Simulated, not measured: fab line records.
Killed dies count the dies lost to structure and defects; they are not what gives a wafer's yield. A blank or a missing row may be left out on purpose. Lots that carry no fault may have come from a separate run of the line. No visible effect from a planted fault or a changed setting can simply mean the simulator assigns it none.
Lot-split experiment -- flow n5-finfet -- 7 lots, 39 wafers read, on a route of 1938 steps

ABOUT THE SPLIT
At N5_DUMMY_GATE_ETCH_31 (etches SiO2 in C4F6/O2, target depth 82.5 nm, time 27.5 s), the setting target-depth-a was moved away from the recipe's 825 angstrom on 12 of the 39 wafers read, by -12.8% to -9.4%. The other wafers ran this setting at the recipe's value.

The split's own step is where the reading is taken.

THE READING
etch.depth-nm (the simulator's own value, which no gauge read), in nm, at N5_DUMMY_GATE_ETCH_31 (etches SiO2 in C4F6/O2, target depth 82.5 nm, time 27.5 s). The file does not state a usual value for it. Here, 27 wafers ran the recipe; their average is 82.02 nm with a standard deviation of 2.5 nm.

wafer,"tool, chamber at the split","target-depth-a as run, angstrom",against the recipe,"etch.depth-nm, nm",against lot-mates on the recipe
L074.1,"rie-diel-02, 2",735.3,-10.9%,71.66,-10.33
L074.2,"rie-diel-02, 0",825,recipe,81.62,-
L074.3,"rie-diel-02, 3",825,recipe,80.58,-
L074.4,"rie-diel-02, 1",735.3,-10.9%,74.65,-7.34
L074.5,"rie-diel-02, 1",825,recipe,83.76,-
L074.6,"rie-diel-02, 0",735.3,-10.9%,72.63,-9.36
L076.1,"rie-diel-02, 1",747.5,-9.4%,74.63,-5.64
L076.2,"rie-diel-02, 2",825,recipe,78.56,-
L076.3,"rie-diel-02, 0",747.5,-9.4%,73.83,-6.44
L076.4,"rie-diel-02, 3",747.5,-9.4%,71.83,-8.44
L076.5,"rie-diel-02, 1",825,recipe,83.05,-
L076.6,"rie-diel-02, 2",825,recipe,79.19,-
L083.1,"rie-diel-05, 2",738.4,-10.5%,72.38,-9.02
L083.2,"rie-diel-05, 3",825,recipe,81.29,-
L083.3,"rie-diel-05, 0",825,recipe,81.12,-
L083.4,"rie-diel-05, 1",738.4,-10.5%,72.41,-8.99
L083.5,"rie-diel-05, 1",738.4,-10.5%,72.59,-8.81
L083.6,"rie-diel-05, 2",825,recipe,81.79,-
L086.2,"rie-diel-05, 0",825,recipe,80.69,-
L086.5,"rie-diel-05, 0",825,recipe,80.86,-
L086.6,"rie-diel-05, 3",825,recipe,80.39,-
L088.1,"rie-diel-03, 2",719,-12.8%,68.88,-14.05
L088.2,"rie-diel-03, 3",825,recipe,80.67,-
L088.3,"rie-diel-03, 1",825,recipe,87.47,-
L088.4,"rie-diel-03, 2",719,-12.8%,69.4,-13.53
L088.5,"rie-diel-03, 1",719,-12.8%,76.05,-6.88
L088.6,"rie-diel-03, 3",825,recipe,80.64,-
L091.1,"rie-diel-02, 1",825,recipe,81.83,-
L091.2,"rie-diel-02, 3",825,recipe,80.31,-
L091.3,"rie-diel-02, 2",825,recipe,79.63,-
L091.4,"rie-diel-02, 0",825,recipe,80.64,-
L091.5,"rie-diel-02, 2",825,recipe,79.31,-
L091.6,"rie-diel-02, 1",825,recipe,82.12,-
L092.1,"rie-diel-03, 0",825,recipe,85.71,-
L092.2,"rie-diel-03, 1",825,recipe,87.74,-
L092.3,"rie-diel-03, 3",825,recipe,80.84,-
L092.4,"rie-diel-03, 3",825,recipe,81.59,-
L092.5,"rie-diel-03, 0",825,recipe,86.03,-
L092.6,"rie-diel-03, 1",825,recipe,86.99,-

FIT RESULTS
A straight line over all 39 wafers: etch.depth-nm changes by +0.86 nm for each +1% of target-depth-a; r = +0.88; the points scatter about the line by 2.4 nm.
The same after taking each lot's own level away (the mean of its wafers on the recipe; 39 wafers): +0.84 nm for each +1%; r = +0.91; scatter 2 nm.
Per that fit: largest target-depth-a move, reading shift of 11 nm.
The span of the lots' own levels, 80.267 to 84.817 nm, comes to 1.8 times the standard deviation stated above.
Hence the lot-to-lot level has little effect on the slope; both slopes agree.
Check: with one of the wafers moved furthest among these (-12.8%) left out of the fit, the line predicts -10.3 nm for it against its lot-mates. Against them it came out at -14 nm.

THE OTHER SPLITS THESE WAFERS WENT THROUGH
These wafers also went through other splits before the reading. Each is held against what the fit with the lots' levels taken away leaves over:
other split on the same wafers,wafers away from the commonest value,r with etch.depth-nm (lot level and that fit taken away)
N5_DUMMY_GATE_ETCH_37 source-w,18,+0.03

FILE'S OWN FIT
etch.depth-nm changes by +0.838 nm for each +1% of target-depth-a, r = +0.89.
